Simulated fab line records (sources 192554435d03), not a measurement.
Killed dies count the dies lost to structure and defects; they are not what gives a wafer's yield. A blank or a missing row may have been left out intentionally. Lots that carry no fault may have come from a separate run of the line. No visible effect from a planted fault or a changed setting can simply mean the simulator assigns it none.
The tool behind it: which one? / flow n5 finfet / 24 lots with 72 wafers sampled at 6 steps, on a route of 1938 steps

## WHAT THE GAUGES READ, wafer by wafer
N5_BEOL_M2_THK_MEAS_01.
lot=L074; measured=day 6 14:39; on=film metro-01; M2_ILD_THK (nm)=78.8 79.9 77.6
lot=L075; measured=day 6 18:25; on=film metro-02; M2_ILD_THK (nm)=77.2 78.9 80.0
lot=L076; measured=day 6 23:40; on=film metro-02; M2_ILD_THK (nm)=77.5 79.7 80.8
lot=L077; measured=day 7 01:10; on=film metro-02; M2_ILD_THK (nm)=80.2 78.9 80.8
lot=L078; measured=day 7 09:09; on=film metro-02; M2_ILD_THK (nm)=79.5 79.3 80.4
lot=L079; measured=day 7 16:10; on=film metro-01; M2_ILD_THK (nm)=79.0 79.0 80.0
lot=L080; measured=day 7 21:13; on=film metro-01; M2_ILD_THK (nm)=77.3 79.0 79.1
lot=L081; measured=day 8 07:43; on=film metro-01; M2_ILD_THK (nm)=78.6 78.6 79.3
lot=L082; measured=day 8 15:09; on=film metro-02; M2_ILD_THK (nm)=79.1 78.8 78.5
lot=L083; measured=day 9 01:37; on=film metro-01; M2_ILD_THK (nm)=79.4 80.8 78.7
lot=L084; measured=day 9 06:44; on=film metro-01; M2_ILD_THK (nm)=78.3 80.2 80.3
lot=L085; measured=day 9 13:29; on=film metro-02; M2_ILD_THK (nm)=78.6 77.8 79.4
lot=L086; measured=day 9 19:38; on=film metro-02; M2_ILD_THK (nm)=78.4 78.9 77.9
lot=L087; measured=day 10 01:32; on=film metro-02; M2_ILD_THK (nm)=79.3 79.7 79.2
lot=L088; measured=day 10 02:55; on=film metro-01; M2_ILD_THK (nm)=79.1 79.2 80.4
lot=L089; measured=day 10 03:02; on=film metro-01; M2_ILD_THK (nm)=79.4 80.6 80.6
lot=L090; measured=day 10 15:39; on=film metro-02; M2_ILD_THK (nm)=79.1 77.6 79.5
lot=L092; measured=day 10 23:36; on=film metro-02; M2_ILD_THK (nm)=78.8 79.7 78.3
lot=L093; measured=day 11 03:25; on=film metro-01; M2_ILD_THK (nm)=77.9 78.8 78.9
lot=L094; measured=day 11 11:29; on=film metro-02; M2_ILD_THK (nm)=78.7 79.5 78.8
lot=L095; measured=day 11 13:49; on=film metro-01; M2_ILD_THK (nm)=77.4 78.9 77.7
lot=L096; measured=day 11 22:50; on=film metro-02; M2_ILD_THK (nm)=75.9 78.3 77.9
lot=L097; measured=day 12 13:07; on=film metro-01; M2_ILD_THK (nm)=77.0 77.1 78.2
lot=L091; measured=day 12 13:57; on=film metro-01; M2_ILD_THK (nm)=79.1 81.3 81.2

N5_BEOL_M2_CD_MEAS_18: pitch 36 nm, target cd 18 nm.
lot=L074; measured=day 6 15:42; on=cd sem-02; cd nm (nm)=17.98 17.58 17.92
lot=L075; measured=day 6 19:35; on=cd sem-01; cd nm (nm)=17.27 17.58 18.00
lot=L076; measured=day 7 02:20; on=cd sem-02; cd nm (nm)=17.93 18.60 17.68
lot=L077; measured=day 7 03:38; on=cd sem-02; cd nm (nm)=17.99 18.26 17.71
lot=L078; measured=day 7 11:05; on=cd sem-02; cd nm (nm)=18.04 18.19 18.37
lot=L079; measured=day 7 18:05; on=cd sem-02; cd nm (nm)=18.05 18.02 17.88
lot=L080; measured=day 7 23:05; on=cd sem-03; cd nm (nm)=18.02 17.47 17.93
lot=L081; measured=day 8 10:58; on=cd sem-01; cd nm (nm)=18.31 18.12 18.16
lot=L082; measured=day 8 16:56; on=cd sem-03; cd nm (nm)=17.69 17.51 17.47
lot=L083; measured=day 9 04:05; on=cd sem-01; cd nm (nm)=17.95 18.29 17.59
lot=L084; measured=day 9 08:28; on=cd sem-02; cd nm (nm)=18.16 17.72 17.77
lot=L085; measured=day 9 15:02; on=cd sem-03; cd nm (nm)=18.01 17.98 18.06
lot=L086; measured=day 9 21:04; on=cd sem-01; cd nm (nm)=18.28 18.01 17.81
lot=L087; measured=day 10 03:46; on=cd sem-02; cd nm (nm)=17.71 17.96 18.18
lot=L088; measured=day 10 04:20; on=cd sem-02; cd nm (nm)=18.05 18.10 17.78
lot=L089; measured=day 10 04:37; on=cd sem-03; cd nm (nm)=18.31 18.04 17.63
lot=L090; measured=day 10 18:05; on=cd sem-01; cd nm (nm)=17.54 17.56 17.81
lot=L092; measured=day 11 02:49; on=cd sem-01; cd nm (nm)=18.58 17.52 18.30
lot=L093; measured=day 11 06:38; on=cd sem-03; cd nm (nm)=17.91 18.09 17.70
lot=L094; measured=day 11 15:22; on=cd sem-01; cd nm (nm)=18.35 18.23 18.16
lot=L095; measured=day 11 15:31; on=cd sem-03; cd nm (nm)=17.63 18.28 17.74
lot=L096; measured=day 12 02:54; on=cd sem-02; cd nm (nm)=17.84 17.65 17.61
lot=L097; measured=day 12 14:29; on=cd sem-01; cd nm (nm)=17.63 17.52 18.03
lot=L091; measured=day 12 16:50; on=cd sem-03; cd nm (nm)=18.16 17.88 18.42

N5_BEOL_M2_OCD_MEAS_38.
lot=L074; measured=day 7 00:43; on=ocd-01; trench depth nm (nm)=53.8 55.9 52.6
lot=L075; measured=day 7 01:59; on=ocd-01; trench depth nm (nm)=56.1 55.7 54.2
lot=L076; measured=day 7 10:09; on=ocd-01; trench depth nm (nm)=55.4 54.1 54.8
lot=L077; measured=day 7 07:41; on=ocd-01; trench depth nm (nm)=56.0 53.6 55.3
lot=L078; measured=day 7 14:35; on=ocd-01; trench depth nm (nm)=54.9 54.5 55.4
lot=L079; measured=day 7 21:05; on=ocd-01; trench depth nm (nm)=56.8 54.3 54.2
lot=L080; measured=day 8 00:24; on=ocd-02; trench depth nm (nm)=54.8 56.7 54.5
lot=L081; measured=day 8 16:16; on=ocd-02; trench depth nm (nm)=56.9 54.7 55.7
lot=L082; measured=day 9 06:06; on=ocd-01; trench depth nm (nm)=56.3 55.1 54.9
lot=L083; measured=day 9 10:13; on=ocd-02; trench depth nm (nm)=54.6 56.0 54.1
lot=L084; measured=day 9 18:48; on=ocd-01; trench depth nm (nm)=54.1 56.3 53.7
lot=L085; measured=day 10 03:21; on=ocd-01; trench depth nm (nm)=56.1 54.4 55.5
lot=L086; measured=day 10 06:41; on=ocd-02; trench depth nm (nm)=56.4 56.2 56.4
lot=L087; measured=day 10 07:09; on=ocd-01; trench depth nm (nm)=55.0 55.4 55.9
lot=L088; measured=day 10 10:05; on=ocd-02; trench depth nm (nm)=55.9 53.5 55.5
lot=L089; measured=day 10 12:50; on=ocd-01; trench depth nm (nm)=54.9 55.2 54.9
lot=L090; measured=day 10 20:14; on=ocd-01; trench depth nm (nm)=55.7 56.0 55.8
lot=L092; measured=day 11 09:44; on=ocd-01; trench depth nm (nm)=54.4 54.4 56.0
lot=L093; measured=day 11 14:23; on=ocd-01; trench depth nm (nm)=54.5 54.7 54.9
lot=L094; measured=day 11 21:32; on=ocd-02; trench depth nm (nm)=54.0 53.9 55.9
lot=L095; measured=day 12 01:19; on=ocd-01; trench depth nm (nm)=54.8 54.6 56.5
lot=L096; measured=day 12 09:58; on=ocd-01; trench depth nm (nm)=56.0 54.1 55.5
lot=L097; measured=day 12 19:23; on=ocd-01; trench depth nm (nm)=55.0 55.4 55.1
lot=L091; measured=day 12 22:04; on=ocd-02; trench depth nm (nm)=54.9 54.4 54.6

## WHAT TOOL EACH LOT RAN ON (gives the tool, then ch and the chambers of the sampled wafers, and finally the start)
lot=L074; N5_BEOL_M2_HM_OPEN_17=rie metal-03 ch 0,1, day 6 15:31; N5_BEOL_M2_DESCUM_33=rie diel-04 ch 0,1,3, day 6 16:16; N5_BEOL_M2_ETCH_77=rie diel-04 ch 0,1,3, day 6 16:18
lot=L075; N5_BEOL_M2_HM_OPEN_17=rie metal-02 ch 0,1, day 6 19:23; N5_BEOL_M2_DESCUM_33=rie diel-01 ch 0,1,3, day 6 20:01; N5_BEOL_M2_ETCH_77=rie diel-01 ch 0,1,3, day 6 20:03
lot=L076; N5_BEOL_M2_HM_OPEN_17=rie metal-03 ch 0,1, day 7 01:59; N5_BEOL_M2_DESCUM_33=rie diel-02 ch 0,1,2, day 7 03:11; N5_BEOL_M2_ETCH_77=rie diel-02 ch 0,1,2, day 7 03:13
lot=L077; N5_BEOL_M2_HM_OPEN_17=rie metal-01 ch 1, day 7 03:12; N5_BEOL_M2_DESCUM_33=rie diel-01 ch 1,2, day 7 04:04; N5_BEOL_M2_ETCH_77=rie diel-01 ch 1,2, day 7 04:06
lot=L078; N5_BEOL_M2_HM_OPEN_17=rie metal-03 ch 0,1, day 7 10:56; N5_BEOL_M2_DESCUM_33=rie diel-02 ch 0,1,2, day 7 11:40; N5_BEOL_M2_ETCH_77=rie diel-02 ch 0,1,2, day 7 11:42
lot=L079; N5_BEOL_M2_HM_OPEN_17=rie metal-02 ch 0,1, day 7 17:49; N5_BEOL_M2_DESCUM_33=rie diel-01 ch 0,1,2, day 7 18:32; N5_BEOL_M2_ETCH_77=rie diel-01 ch 0,1,2, day 7 18:34
lot=L080; N5_BEOL_M2_HM_OPEN_17=rie metal-02 ch 1, day 7 22:50; N5_BEOL_M2_DESCUM_33=rie diel-02 ch 1,2, day 7 23:31; N5_BEOL_M2_ETCH_77=rie diel-02 ch 1,2, day 7 23:33
lot=L081; N5_BEOL_M2_HM_OPEN_17=rie metal-01 ch 0,1, day 8 10:44; N5_BEOL_M2_DESCUM_33=rie diel-01 ch 0,1,3, day 8 11:32; N5_BEOL_M2_ETCH_77=rie diel-01 ch 0,1,3, day 8 11:34
lot=L082; N5_BEOL_M2_HM_OPEN_17=rie metal-02 ch 1, day 8 16:45; N5_BEOL_M2_DESCUM_33=rie diel-01 ch 1,2, day 8 17:40; N5_BEOL_M2_ETCH_77=rie diel-01 ch 1,2, day 8 17:41
lot=L083; N5_BEOL_M2_HM_OPEN_17=rie metal-03 ch 0,1, day 9 03:55; N5_BEOL_M2_DESCUM_33=rie diel-04 ch 1,2, day 9 04:32; N5_BEOL_M2_ETCH_77=rie diel-04 ch 1,2, day 9 04:35
lot=L084; N5_BEOL_M2_HM_OPEN_17=rie metal-01 ch 0,1, day 9 08:12; N5_BEOL_M2_DESCUM_33=rie diel-02 ch 0,3, day 9 09:04; N5_BEOL_M2_ETCH_77=rie diel-02 ch 0,3, day 9 09:06
lot=L085; N5_BEOL_M2_HM_OPEN_17=rie metal-03 ch 0,1, day 9 14:50; N5_BEOL_M2_DESCUM_33=rie diel-02 ch 1,2,3, day 9 15:44; N5_BEOL_M2_ETCH_77=rie diel-02 ch 1,2,3, day 9 15:46
lot=L086; N5_BEOL_M2_HM_OPEN_17=rie metal-02 ch 0, day 9 20:53; N5_BEOL_M2_DESCUM_33=rie diel-01 ch 0,1,3, day 9 21:30; N5_BEOL_M2_ETCH_77=rie diel-01 ch 0,1,3, day 9 21:32
lot=L087; N5_BEOL_M2_HM_OPEN_17=rie metal-01 ch 0,1, day 10 03:35; N5_BEOL_M2_DESCUM_33=rie diel-01 ch 2,3, day 10 04:12; N5_BEOL_M2_ETCH_77=rie diel-01 ch 2,3, day 10 04:14
lot=L088; N5_BEOL_M2_HM_OPEN_17=rie metal-02 ch 0,1, day 10 04:10; N5_BEOL_M2_DESCUM_33=rie diel-02 ch 0,3, day 10 04:47; N5_BEOL_M2_ETCH_77=rie diel-02 ch 0,3, day 10 04:49
lot=L089; N5_BEOL_M2_HM_OPEN_17=rie metal-03 ch 0,1, day 10 04:26; N5_BEOL_M2_DESCUM_33=rie diel-02 ch 0,1,3, day 10 05:11; N5_BEOL_M2_ETCH_77=rie diel-02 ch 0,1,3, day 10 05:13
lot=L090; N5_BEOL_M2_HM_OPEN_17=rie metal-03 ch 0,1, day 10 17:54; N5_BEOL_M2_DESCUM_33=rie diel-02 ch 0,1,2, day 10 18:39; N5_BEOL_M2_ETCH_77=rie diel-02 ch 0,1,2, day 10 18:41
lot=L092; N5_BEOL_M2_HM_OPEN_17=rie metal-02 ch 0,1, day 11 02:35; N5_BEOL_M2_DESCUM_33=rie diel-01 ch 0,1, day 11 03:26; N5_BEOL_M2_ETCH_77=rie diel-01 ch 0,1, day 11 03:28
lot=L093; N5_BEOL_M2_HM_OPEN_17=rie metal-02 ch 0,1, day 11 06:29; N5_BEOL_M2_DESCUM_33=rie diel-01 ch 0,1,2, day 11 07:05; N5_BEOL_M2_ETCH_77=rie diel-01 ch 0,1,2, day 11 07:07
lot=L094; N5_BEOL_M2_HM_OPEN_17=rie metal-03 ch 0,1, day 11 15:06; N5_BEOL_M2_DESCUM_33=rie diel-04 ch 0,1,3, day 11 15:59; N5_BEOL_M2_ETCH_77=rie diel-04 ch 0,1,3, day 11 16:01
lot=L095; N5_BEOL_M2_HM_OPEN_17=rie metal-02 ch 0,1, day 11 15:19; N5_BEOL_M2_DESCUM_33=rie diel-04 ch 0,3, day 11 16:08; N5_BEOL_M2_ETCH_77=rie diel-04 ch 0,3, day 11 16:10
lot=L096; N5_BEOL_M2_HM_OPEN_17=rie metal-02 ch 0,1, day 12 02:40; N5_BEOL_M2_DESCUM_33=rie diel-02 ch 1,3, day 12 03:20; N5_BEOL_M2_ETCH_77=rie diel-02 ch 1,3, day 12 03:22
lot=L097; N5_BEOL_M2_HM_OPEN_17=rie metal-03 ch 1, day 12 14:16; N5_BEOL_M2_DESCUM_33=rie diel-04 ch 0,1, day 12 15:04; N5_BEOL_M2_ETCH_77=rie diel-04 ch 0,1, day 12 15:07
lot=L091; N5_BEOL_M2_HM_OPEN_17=rie metal-01 ch 0,1, day 12 16:41; N5_BEOL_M2_DESCUM_33=rie diel-02 ch 0,2,3, day 12 17:37; N5_BEOL_M2_ETCH_77=rie diel-02 ch 0,2,3, day 12 17:38
- N5_BEOL_M2_HM_OPEN_17: chemistry Cl2/BCl3, target TiN, target depth 20 nm, overetch 6 nm.
- N5_BEOL_M2_DESCUM_33: chemistry O2, time 7 s.
- N5_BEOL_M2_ETCH_77: etches underlayer in N2/H2, target depth 6.5 nm, time 5.2 s.

## WHAT THE TOOLS THEMSELVES READ (means of the sampled wafers that have a number; where no wafer has one, the mark that the record gives instead)
N5_BEOL_M2_HM_OPEN_17.
lot=L074; tool=rie metal-03; bcl3 flow sccm (sccm)=21.64; drypump motor current A (A)=5.2; oes product au (a.u.)=0.65; throttle valve pct (%)=22.15
lot=L075; tool=rie metal-02; bcl3 flow sccm (sccm)=21.80; drypump motor current A (A)=5.6; oes product au (a.u.)=0.59; throttle valve pct (%)=21.86
lot=L076; tool=rie metal-03; bcl3 flow sccm (sccm)=21.72; drypump motor current A (A)=5.2; oes product au (a.u.)=0.66; throttle valve pct (%)=22.13
lot=L077; tool=rie metal-01; bcl3 flow sccm (sccm)=21.79; drypump motor current A (A)=5.7; oes product au (a.u.)=0.65; throttle valve pct (%)=21.70
lot=L078; tool=rie metal-03; bcl3 flow sccm (sccm)=21.77; drypump motor current A (A)=5.2; oes product au (a.u.)=0.65; throttle valve pct (%)=22.16
lot=L079; tool=rie metal-02; bcl3 flow sccm (sccm)=21.75; drypump motor current A (A)=6.0; oes product au (a.u.)=0.58; throttle valve pct (%)=21.84
lot=L080; tool=rie metal-02; bcl3 flow sccm (sccm)=21.73; drypump motor current A (A)=6.5; oes product au (a.u.)=0.58; throttle valve pct (%)=21.80
lot=L081; tool=rie metal-01; bcl3 flow sccm (sccm)=21.71; drypump motor current A (A)=5.7; oes product au (a.u.)=0.62; throttle valve pct (%)=22.03
lot=L082; tool=rie metal-02; bcl3 flow sccm (sccm)=21.75; drypump motor current A (A)=6.5; oes product au (a.u.)=0.57; throttle valve pct (%)=21.83
lot=L083; tool=rie metal-03; bcl3 flow sccm (sccm)=21.72; drypump motor current A (A)=5.5; oes product au (a.u.)=0.58; throttle valve pct (%)=22.26
lot=L084; tool=rie metal-01; bcl3 flow sccm (sccm)=21.74; drypump motor current A (A)=5.7; oes product au (a.u.)=0.62; throttle valve pct (%)=22.04
lot=L085; tool=rie metal-03; bcl3 flow sccm (sccm)=21.73; drypump motor current A (A)=5.2; oes product au (a.u.)=0.63; throttle valve pct (%)=22.15
lot=L086; tool=rie metal-02; bcl3 flow sccm (sccm)=21.72; drypump motor current A (A)=5.2; oes product au (a.u.)=0.58; throttle valve pct (%)=21.90
lot=L087; tool=rie metal-01; bcl3 flow sccm (sccm)=21.69; drypump motor current A (A)=5.7; oes product au (a.u.)=0.61; throttle valve pct (%)=22.38
lot=L088; tool=rie metal-02; bcl3 flow sccm (sccm)=21.78; drypump motor current A (A)=5.6; oes product au (a.u.)=0.57; throttle valve pct (%)=21.89
lot=L089; tool=rie metal-03; bcl3 flow sccm (sccm)=21.76; drypump motor current A (A)=5.2; oes product au (a.u.)=0.63; throttle valve pct (%)=22.16
lot=L090; tool=rie metal-03; bcl3 flow sccm (sccm)=21.83; drypump motor current A (A)=5.2; oes product au (a.u.)=0.63; throttle valve pct (%)=22.17
lot=L092; tool=rie metal-02; bcl3 flow sccm (sccm)=21.82; drypump motor current A (A)=5.6; oes product au (a.u.)=0.58; throttle valve pct (%)=21.88
lot=L093; tool=rie metal-02; bcl3 flow sccm (sccm)=21.74; drypump motor current A (A)=5.6; oes product au (a.u.)=0.58; throttle valve pct (%)=21.89
lot=L094; tool=rie metal-03; bcl3 flow sccm (sccm)=21.84; drypump motor current A (A)=5.4; oes product au (a.u.)=0.57; throttle valve pct (%)=22.29
lot=L095; tool=rie metal-02; bcl3 flow sccm (sccm)=21.74; drypump motor current A (A)=6.0; oes product au (a.u.)=0.57; throttle valve pct (%)=21.87
lot=L096; tool=rie metal-02; bcl3 flow sccm (sccm)=21.79; drypump motor current A (A)=5.6; oes product au (a.u.)=0.58; throttle valve pct (%)=21.88
lot=L097; tool=rie metal-03; bcl3 flow sccm (sccm)=21.69; drypump motor current A (A)=4.9; oes product au (a.u.)=0.67; throttle valve pct (%)=22.07
lot=L091; tool=rie metal-01; bcl3 flow sccm (sccm)=21.74; drypump motor current A (A)=5.7; oes product au (a.u.)=0.61; throttle valve pct (%)=22.07

N5_BEOL_M2_DESCUM_33.
lot=L074; tool=rie diel-04; drypump motor current A (A)=5.5; oes product au (a.u.)=0.75; rf vpp V (V)=243.5; showerhead plenum p Torr (Torr)=2.11; throttle valve pct (%)=20.55
lot=L075; tool=rie diel-01; drypump motor current A (A)=6.2; oes product au (a.u.)=0.78; rf vpp V (V)=243.0; showerhead plenum p Torr (Torr)=2.10; throttle valve pct (%)=20.52
lot=L076; tool=rie diel-02; drypump motor current A (A)=6.2; oes product au (a.u.)=0.81; rf vpp V (V)=243.4; showerhead plenum p Torr (Torr)=2.14; throttle valve pct (%)=20.58
lot=L077; tool=rie diel-01; drypump motor current A (A)=5.8; oes product au (a.u.)=0.81; rf vpp V (V)=242.6; showerhead plenum p Torr (Torr)=2.07; throttle valve pct (%)=20.60
lot=L078; tool=rie diel-02; drypump motor current A (A)=6.2; oes product au (a.u.)=0.81; rf vpp V (V)=244.2; showerhead plenum p Torr (Torr)=2.14; throttle valve pct (%)=20.58
lot=L079; tool=rie diel-01; drypump motor current A (A)=5.9; oes product au (a.u.)=0.80; rf vpp V (V)=243.0; showerhead plenum p Torr (Torr)=2.05; throttle valve pct (%)=20.47
lot=L080; tool=rie diel-02; drypump motor current A (A)=6.1; oes product au (a.u.)=0.76; rf vpp V (V)=243.2; showerhead plenum p Torr (Torr)=2.12; throttle valve pct (%)=20.67
lot=L081; tool=rie diel-01; drypump motor current A (A)=6.3; oes product au (a.u.)=0.77; rf vpp V (V)=243.1; showerhead plenum p Torr (Torr)=2.10; throttle valve pct (%)=20.55
lot=L082; tool=rie diel-01; drypump motor current A (A)=5.8; oes product au (a.u.)=0.80; rf vpp V (V)=241.2; showerhead plenum p Torr (Torr)=2.06; throttle valve pct (%)=20.63
lot=L083; tool=rie diel-04; drypump motor current A (A)=5.6; oes product au (a.u.)=0.80; rf vpp V (V)=243.3; showerhead plenum p Torr (Torr)=2.10; throttle valve pct (%)=20.37
lot=L084; tool=rie diel-02; drypump motor current A (A)=5.5; oes product au (a.u.)=0.77; rf vpp V (V)=242.8; showerhead plenum p Torr (Torr)=2.11; throttle valve pct (%)=20.35
lot=L085; tool=rie diel-02; drypump motor current A (A)=5.9; oes product au (a.u.)=0.74; rf vpp V (V)=243.3; showerhead plenum p Torr (Torr)=2.12; throttle valve pct (%)=20.60
lot=L086; tool=rie diel-01; drypump motor current A (A)=6.2; oes product au (a.u.)=0.76; rf vpp V (V)=241.9; showerhead plenum p Torr (Torr)=2.09; throttle valve pct (%)=20.56
lot=L087; tool=rie diel-01; drypump motor current A (A)=6.0; oes product au (a.u.)=0.73; rf vpp V (V)=241.8; showerhead plenum p Torr (Torr)=2.06; throttle valve pct (%)=20.66
lot=L088; tool=rie diel-02; drypump motor current A (A)=5.8; oes product au (a.u.)=0.82; rf vpp V (V)=244.1; showerhead plenum p Torr (Torr)=2.12; throttle valve pct (%)=20.36
lot=L089; tool=rie diel-02; drypump motor current A (A)=5.7; oes product au (a.u.)=0.77; rf vpp V (V)=244.1; showerhead plenum p Torr (Torr)=2.11; throttle valve pct (%)=20.44
lot=L090; tool=rie diel-02; drypump motor current A (A)=6.2; oes product au (a.u.)=0.78; rf vpp V (V)=244.5; showerhead plenum p Torr (Torr)=2.13; throttle valve pct (%)=20.63
lot=L092; tool=rie diel-01; drypump motor current A (A)=6.1; oes product au (a.u.)=0.78; rf vpp V (V)=242.6; showerhead plenum p Torr (Torr)=2.08; throttle valve pct (%)=20.57
lot=L093; tool=rie diel-01; drypump motor current A (A)=5.9; oes product au (a.u.)=0.75; rf vpp V (V)=242.1; showerhead plenum p Torr (Torr)=2.04; throttle valve pct (%)=20.53
lot=L094; tool=rie diel-04; drypump motor current A (A)=5.5; oes product au (a.u.)=0.81; rf vpp V (V)=242.3; showerhead plenum p Torr (Torr)=2.10; throttle valve pct (%)=20.52
lot=L095; tool=rie diel-04; drypump motor current A (A)=5.4; oes product au (a.u.)=0.77; rf vpp V (V)=242.9; showerhead plenum p Torr (Torr)=2.08; throttle valve pct (%)=20.47
lot=L096; tool=rie diel-02; drypump motor current A (A)=5.6; oes product au (a.u.)=0.73; rf vpp V (V)=242.9; showerhead plenum p Torr (Torr)=2.08; throttle valve pct (%)=20.55
lot=L097; tool=rie diel-04; drypump motor current A (A)=5.4; oes product au (a.u.)=0.72; rf vpp V (V)=242.4; showerhead plenum p Torr (Torr)=2.06; throttle valve pct (%)=20.48
lot=L091; tool=rie diel-02; drypump motor current A (A)=6.0; oes product au (a.u.)=0.75; rf vpp V (V)=243.5; showerhead plenum p Torr (Torr)=2.13; throttle valve pct (%)=20.56

N5_BEOL_M2_ETCH_77.
lot=L074; tool=rie diel-04; drypump motor current A (A)=5.5; etch rf on time s (s)=5.10; oes product au (a.u.)=0.64; rf vpp V (V)=526.1; showerhead plenum p Torr (Torr)=2.57; throttle valve pct (%)=17.95
lot=L075; tool=rie diel-01; drypump motor current A (A)=6.3; etch rf on time s (s)=5.26; oes product au (a.u.)=0.66; rf vpp V (V)=523.8; showerhead plenum p Torr (Torr)=2.54; throttle valve pct (%)=17.94
lot=L076; tool=rie diel-02; drypump motor current A (A)=6.3; etch rf on time s (s)=5.26; oes product au (a.u.)=0.70; rf vpp V (V)=524.4; showerhead plenum p Torr (Torr)=2.59; throttle valve pct (%)=17.87
lot=L077; tool=rie diel-01; drypump motor current A (A)=5.8; etch rf on time s (s)=5.28; oes product au (a.u.)=0.70; rf vpp V (V)=521.7; showerhead plenum p Torr (Torr)=2.51; throttle valve pct (%)=18.04
lot=L078; tool=rie diel-02; drypump motor current A (A)=6.2; etch rf on time s (s)=5.26; oes product au (a.u.)=0.70; rf vpp V (V)=525.6; showerhead plenum p Torr (Torr)=2.59; throttle valve pct (%)=17.89
lot=L079; tool=rie diel-01; drypump motor current A (A)=5.9; etch rf on time s (s)=5.34; oes product au (a.u.)=0.67; rf vpp V (V)=522.9; showerhead plenum p Torr (Torr)=2.50; throttle valve pct (%)=17.98
lot=L080; tool=rie diel-02; drypump motor current A (A)=6.1; etch rf on time s (s)=5.09; oes product au (a.u.)=0.65; rf vpp V (V)=525.0; showerhead plenum p Torr (Torr)=2.56; throttle valve pct (%)=17.93
lot=L081; tool=rie diel-01; drypump motor current A (A)=6.2; etch rf on time s (s)=5.27; oes product au (a.u.)=0.65; rf vpp V (V)=523.6; showerhead plenum p Torr (Torr)=2.54; throttle valve pct (%)=17.96
lot=L082; tool=rie diel-01; drypump motor current A (A)=5.8; etch rf on time s (s)=5.26; oes product au (a.u.)=0.68; rf vpp V (V)=522.8; showerhead plenum p Torr (Torr)=2.50; throttle valve pct (%)=18.08
lot=L083; tool=rie diel-04; drypump motor current A (A)=5.7; etch rf on time s (s)=5.15; oes product au (a.u.)=0.69; rf vpp V (V)=523.8; showerhead plenum p Torr (Torr)=2.57; throttle valve pct (%)=17.90
lot=L084; tool=rie diel-02; drypump motor current A (A)=5.5; etch rf on time s (s)=5.27; oes product au (a.u.)=0.65; rf vpp V (V)=523.7; showerhead plenum p Torr (Torr)=2.54; throttle valve pct (%)=17.64
lot=L085; tool=rie diel-02; drypump motor current A (A)=5.9; etch rf on time s (s)=5.21; oes product au (a.u.)=0.62; rf vpp V (V)=523.7; showerhead plenum p Torr (Torr)=2.56; throttle valve pct (%)=17.91
lot=L086; tool=rie diel-01; drypump motor current A (A)=6.3; etch rf on time s (s)=5.33; oes product au (a.u.)=0.64; rf vpp V (V)=523.5; showerhead plenum p Torr (Torr)=2.53; throttle valve pct (%)=17.99
lot=L087; tool=rie diel-01; drypump motor current A (A)=6.0; etch rf on time s (s)=5.37; oes product au (a.u.)=0.62; rf vpp V (V)=522.9; showerhead plenum p Torr (Torr)=2.50; throttle valve pct (%)=18.09
lot=L088; tool=rie diel-02; drypump motor current A (A)=5.9; etch rf on time s (s)=5.28; oes product au (a.u.)=0.70; rf vpp V (V)=525.5; showerhead plenum p Torr (Torr)=2.56; throttle valve pct (%)=17.68
lot=L089; tool=rie diel-02; drypump motor current A (A)=5.7; etch rf on time s (s)=5.23; oes product au (a.u.)=0.66; rf vpp V (V)=524.3; showerhead plenum p Torr (Torr)=2.54; throttle valve pct (%)=17.73
lot=L090; tool=rie diel-02; drypump motor current A (A)=6.2; etch rf on time s (s)=5.23; oes product au (a.u.)=0.67; rf vpp V (V)=524.7; showerhead plenum p Torr (Torr)=2.58; throttle valve pct (%)=17.93
lot=L092; tool=rie diel-01; drypump motor current A (A)=6.1; etch rf on time s (s)=5.23; oes product au (a.u.)=0.67; rf vpp V (V)=522.6; showerhead plenum p Torr (Torr)=2.52; throttle valve pct (%)=18.03
lot=L093; tool=rie diel-01; drypump motor current A (A)=5.9; etch rf on time s (s)=5.32; oes product au (a.u.)=0.65; rf vpp V (V)=522.2; showerhead plenum p Torr (Torr)=2.48; throttle valve pct (%)=18.04
lot=L094; tool=rie diel-04; drypump motor current A (A)=5.5; etch rf on time s (s)=5.21; oes product au (a.u.)=0.69; rf vpp V (V)=524.0; showerhead plenum p Torr (Torr)=2.55; throttle valve pct (%)=17.90
lot=L095; tool=rie diel-04; drypump motor current A (A)=5.4; etch rf on time s (s)=5.13; oes product au (a.u.)=0.66; rf vpp V (V)=523.1; showerhead plenum p Torr (Torr)=2.54; throttle valve pct (%)=17.84
lot=L096; tool=rie diel-02; drypump motor current A (A)=5.6; etch rf on time s (s)=5.19; oes product au (a.u.)=0.63; rf vpp V (V)=523.7; showerhead plenum p Torr (Torr)=2.51; throttle valve pct (%)=17.80
lot=L097; tool=rie diel-04; drypump motor current A (A)=5.4; etch rf on time s (s)=5.20; oes product au (a.u.)=0.61; rf vpp V (V)=523.5; showerhead plenum p Torr (Torr)=2.53; throttle valve pct (%)=18.00
lot=L091; tool=rie diel-02; drypump motor current A (A)=6.0; etch rf on time s (s)=5.30; oes product au (a.u.)=0.64; rf vpp V (V)=524.2; showerhead plenum p Torr (Torr)=2.57; throttle valve pct (%)=17.89

## THE ANSWER, worked out from the rows above alone
Rule: what is usual is taken from the lots themselves. Put in order of their means at a reading, lots are off if they are a third of the lots or fewer, leave a main group of 4 or more, and stand apart from it by a gap of 3 or more times the standard deviation of the main group's means; of several such gaps the widest counts. A main group is skipped when, at the precision printed for the reading in the tables above, its means are all equal. Also off: a lot with no number at a reading for which 4 or more lots have one. Where the step has rows for the other lots, those lots are counted as sound. The gauges are gone through in route order, then the tools' own readings, and for those a lot's mean is taken as printed above. The first step at which some lot is off is used, and at that step the reading that is off furthest; a lot without a number counts as furthest.
None of the lots is off at any reading shown; this tells nothing.

## WHAT WAS PUT IN BY THE SIMULATOR
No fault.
